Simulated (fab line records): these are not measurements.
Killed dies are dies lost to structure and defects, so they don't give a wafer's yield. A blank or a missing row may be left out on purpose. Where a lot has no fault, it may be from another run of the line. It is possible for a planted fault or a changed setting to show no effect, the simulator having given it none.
The tool behind it: which one? | flow nand harc | 12 lots with 36 wafers sampled at 5 steps, on a route of 1302 steps

== WHAT EACH GAUGE READ, for each wafer ==
NHARC_END_SORT_01.
lot  | measured     | on        | killed at array | killed at other | killed at periphery | killed dies | killed open | killed short
L430 | day 31 16:52 | prober-02 | 52 66 60        | 1 0 0           | 8 3 4               | 61 69 64    | 6 3 6       | 2 3 1
L433 | day 33 00:08 | prober-01 | 674 675 674     | 0 2 1           | 3 0 2               | 677 677 677 | 2 3 3       | 1 1 4
L435 | day 32 08:30 | prober-02 | 676 673 672     | 0 0 1           | 1 4 4               | 677 677 677 | 2 3 2       | 5 3 4
L432 | day 32 17:01 | prober-01 | 675 669 676     | 0 2 1           | 2 6 0               | 677 677 677 | 1 10 1      | 5 2 2

== WHICH TOOL RAN EACH LOT (tool, then ch and the chambers of the sampled wafers, then the start) ==
lot  | NHARC_A_STAIRCASE_TRIM_16                     | NHARC_A_STAIRCASE_DESCUM_186       | NHARC_A_STAIRCASE_ETCH_188         | NHARC_A_STAIRCASE_ETCH_194
L419 | rie diel-03 ch 0,2,3, day 16 13:19 or earlier | rie diel-04 ch 1,3, day 16 13:19   | rie diel-04 ch 1,3, day 16 13:33   | rie diel-04 ch 1,2,3, no start
L423 | rie diel-04 ch 2,3, day 17 12:11 or earlier   | rie diel-10 ch 2,3, day 17 12:11   | rie diel-10 ch 0,1,2, day 17 12:26 | rie diel-10 ch 0,1,2, no start
L424 | rie diel-04 ch 0,1,3, day 18 17:17 or earlier | rie diel-04 ch 0,1,3, day 18 17:17 | rie diel-04 ch 0,1,2, day 18 17:31 | rie diel-04 ch 0,1,2, no start
L428 | rie diel-04 ch 0,1,2, day 19 10:16 or earlier | rie diel-04 ch 1,2, day 19 10:16   | rie diel-04 ch 1,2,3, day 19 10:31 | rie diel-04 ch 1,2,3, no start
L426 | rie diel-10 ch 1,2, day 19 11:09 or earlier   | rie diel-03 ch 1,2, day 19 11:09   | rie diel-03 ch 2,3, day 19 11:23   | rie diel-03 ch 1,2,3, no start
L430 | rie diel-04 ch 1,3, day 20 06:07 or earlier   | rie diel-10 ch 1,2, day 20 06:07   | rie diel-10 ch 1,2,3, day 20 06:50 | rie diel-10 ch 0,2, day 31 16:52 or earlier
L433 | rie diel-04 ch 1,3, day 22 08:17 or earlier   | rie diel-10 ch 1,2,3, day 22 08:17 | rie diel-10 ch 0,3, day 22 08:35   | rie diel-10 ch 1,2,3, day 33 00:08 or earlier
L435 | rie diel-03 ch 0,1, day 22 08:26 or earlier   | rie diel-03 ch 0,1,2, day 22 08:26 | rie diel-03 ch 0,2,3, day 22 08:44 | rie diel-03 ch 2,3, day 32 08:30 or earlier
L432 | rie diel-10 ch 0,1,2, day 22 08:53 or earlier | rie diel-10 ch 0,1, day 22 08:53   | rie diel-10 ch 0,2,3, day 22 09:31 | rie diel-10 ch 0,1,3, day 32 17:01 or earlier
L434 | rie diel-04 ch 1,3, day 22 12:10 or earlier   | rie diel-10 ch 1,2, day 22 12:10   | rie diel-10 ch 0,2, day 22 12:25   | rie diel-10 ch 1,2,3, no start
L436 | rie diel-10 ch 0,1, day 23 14:28 or earlier   | rie diel-04 ch 0,1, day 23 14:28   | rie diel-04 ch 1,2, day 23 14:44   | rie diel-04 ch 2,3, no start
L441 | rie diel-04 ch 0,1,3, day 26 03:10 or earlier | rie diel-04 ch 0,1,2, day 26 03:10 | rie diel-04 ch 0,2,3, day 26 03:24 | rie diel-04 ch 0,1,2, no start
- NHARC_A_STAIRCASE_TRIM_16: chemistry O2, time 211.2 s.
- NHARC_A_STAIRCASE_DESCUM_186: chemistry O2, time 3 s.
- NHARC_A_STAIRCASE_ETCH_188: etches the open film in C4F8/O2, target depth 100 nm, time 40.5 s.
- NHARC_A_STAIRCASE_ETCH_194: etches the open film in C4F8/O2, target depth 100 nm, time 40.5 s.

== AS READ BY THE TOOLS THEMSELVES (means over the sampled wafers that have a number; for cases with no such wafer, the mark the record gives instead) ==
NHARC_A_STAIRCASE_TRIM_16.
lot  | tool        | drypump motor current A (A) | oes product au (a.u.) | rf vpp V (V) | showerhead plenum p Torr (Torr) | throttle valve pct (%)
L419 | rie diel-03 | 6.4                         | 1.005                 | 57.9         | 3.68                            | 17.036
L423 | rie diel-04 | 5.9                         | 1.010                 | 57.2         | 3.35                            | 17.035
L424 | rie diel-04 | 5.8                         | 1.006                 | 57.1         | 3.43                            | 17.037
L428 | rie diel-04 | 5.9                         | 1.011                 | 57.6         | 3.44                            | 17.038
L426 | rie diel-10 | 6.0                         | 1.006                 | 57.5         | 3.62                            | 17.045
L430 | rie diel-04 | 5.9                         | 0.996                 | 57.8         | 3.38                            | 17.040
L433 | rie diel-04 | 6.2                         | 0.998                 | 57.3         | 3.43                            | 17.040
L435 | rie diel-03 | 5.5                         | 1.001                 | 58.2         | 3.77                            | 17.034
L432 | rie diel-10 | 6.0                         | 1.000                 | 57.8         | 3.54                            | 17.039
L434 | rie diel-04 | 5.9                         | 1.000                 | 57.7         | 3.37                            | 17.034
L436 | rie diel-10 | 5.8                         | 1.018                 | 57.9         | 3.65                            | 17.032
L441 | rie diel-04 | 5.8                         | 0.999                 | 57.4         | 3.40                            | 17.035

NHARC_A_STAIRCASE_DESCUM_186.
lot  | tool        | drypump motor current A (A) | oes product au (a.u.) | rf vpp V (V) | showerhead plenum p Torr (Torr) | throttle valve pct (%)
L419 | rie diel-04 | 5.9                         | 1.000                 | 56.9         | 1.84                            | 11.315
L423 | rie diel-10 | 6.0                         | 1.013                 | 58.0         | 1.87                            | 11.316
L424 | rie diel-04 | 5.8                         | 1.007                 | 57.4         | 1.86                            | 11.316
L428 | rie diel-04 | 6.2                         | 1.001                 | 56.7         | 1.87                            | 11.310
L426 | rie diel-03 | 6.3                         | 1.008                 | 58.0         | 1.99                            | 11.308
L430 | rie diel-10 | 6.2                         | 1.004                 | 58.0         | 1.90                            | 11.320
L433 | rie diel-10 | 5.8                         | 0.995                 | 58.5         | 1.92                            | 11.309
L435 | rie diel-03 | 6.1                         | 1.001                 | 57.9         | 2.02                            | 11.309
L432 | rie diel-10 | 5.9                         | 1.010                 | 57.0         | 1.95                            | 11.311
L434 | rie diel-10 | 6.2                         | 1.001                 | 57.9         | 1.89                            | 11.317
L436 | rie diel-04 | 5.7                         | 1.006                 | 57.5         | 1.87                            | 11.301
L441 | rie diel-04 | 5.9                         | 1.003                 | 57.8         | 1.84                            | 11.314

NHARC_A_STAIRCASE_ETCH_188.
lot  | tool        | bias w (W) | chamber pressure mTorr (mTorr) | oes product au (a.u.) | rf vpp V (V)
L419 | rie diel-04 | 1002.5     | 24.991                         | 0.945                 | 893
L423 | rie diel-10 | 1003.3     | 24.986                         | 0.956                 | 897
L424 | rie diel-04 | 999.7      | 25.012                         | 0.957                 | 892
L428 | rie diel-04 | 999.0      | 24.992                         | 0.945                 | 891
L426 | rie diel-03 | 999.9      | 25.004                         | 0.960                 | 899
L430 | rie diel-10 | 1000.3     | 25.004                         | 0.931                 | 897
L433 | rie diel-10 | -          | -                              | -                     | -
L435 | rie diel-03 | -          | -                              | -                     | -
L432 | rie diel-10 | -          | -                              | -                     | -
L434 | rie diel-10 | 997.6      | 24.996                         | 0.967                 | 893
L436 | rie diel-04 | 1000.5     | 24.995                         | 0.952                 | 893
L441 | rie diel-04 | 1001.7     | 25.005                         | 0.955                 | 890

NHARC_A_STAIRCASE_ETCH_194.
lot  | tool        | bias w (W) | chamber pressure mTorr (mTorr) | oes product au (a.u.) | rf vpp V (V)
L419 | rie diel-04 | 999        | 24.986                         | 0.951                 | 892
L423 | rie diel-10 | 998        | 25.005                         | 0.952                 | 896
L424 | rie diel-04 | 1001       | 24.993                         | 0.949                 | 892
L428 | rie diel-04 | 1001       | 25.013                         | 0.949                 | 891
L426 | rie diel-03 | 999        | 25.008                         | 0.942                 | 902
L430 | rie diel-10 | 1001       | 24.994                         | 0.948                 | 894
L433 | rie diel-10 | 999        | 24.997                         | 0.947                 | 896
L435 | rie diel-03 | 1001       | 24.990                         | 0.948                 | 898
L432 | rie diel-10 | 1003       | 24.995                         | 0.945                 | 898
L434 | rie diel-10 | 999        | 25.014                         | 0.941                 | 897
L436 | rie diel-04 | 1002       | 24.998                         | 0.930                 | 888
L441 | rie diel-04 | 999        | 24.993                         | 0.954                 | 892

== THE ANSWER, worked out from the rows above alone ==
Rule: the usual values come from the lots themselves. Put in order of their means at a reading, lots are off if they are a third of the lots or fewer, leave a main group of 4 or more, and stand apart from it by a gap of 3 or more times the standard deviation of the main group's means; of several such gaps the widest counts. A main group whose means are all the same, to the digits that the tables above print for the reading, isn't used. Also off: a lot with no number at a reading for which 4 or more lots have one. The other lots that the step has rows for count as sound. First the gauges in route order, then the tools' own readings, where a lot's mean is used as printed above. At the first step where some lot is off, the reading lying furthest off is the one used; lots without a number count as furthest.
Off at NHARC_A_STAIRCASE_ETCH_188 (bias w): L433, L435, L432. Without a number there: L433, L435, L432. The main group has a mean of 1000.5 W with a standard deviation of 1.7.
If a tool, at that step or one of the process steps before it, ran each lot that is off and ran no sound lot following the first of them, it fits. With no start given for some of its lots, NHARC_A_STAIRCASE_TRIM_16 uses the hours and lot order of NHARC_A_STAIRCASE_DESCUM_186. Not one of the candidates tried fits.

== WHAT HAD BEEN PUT IN BY THE SIMULATOR ==
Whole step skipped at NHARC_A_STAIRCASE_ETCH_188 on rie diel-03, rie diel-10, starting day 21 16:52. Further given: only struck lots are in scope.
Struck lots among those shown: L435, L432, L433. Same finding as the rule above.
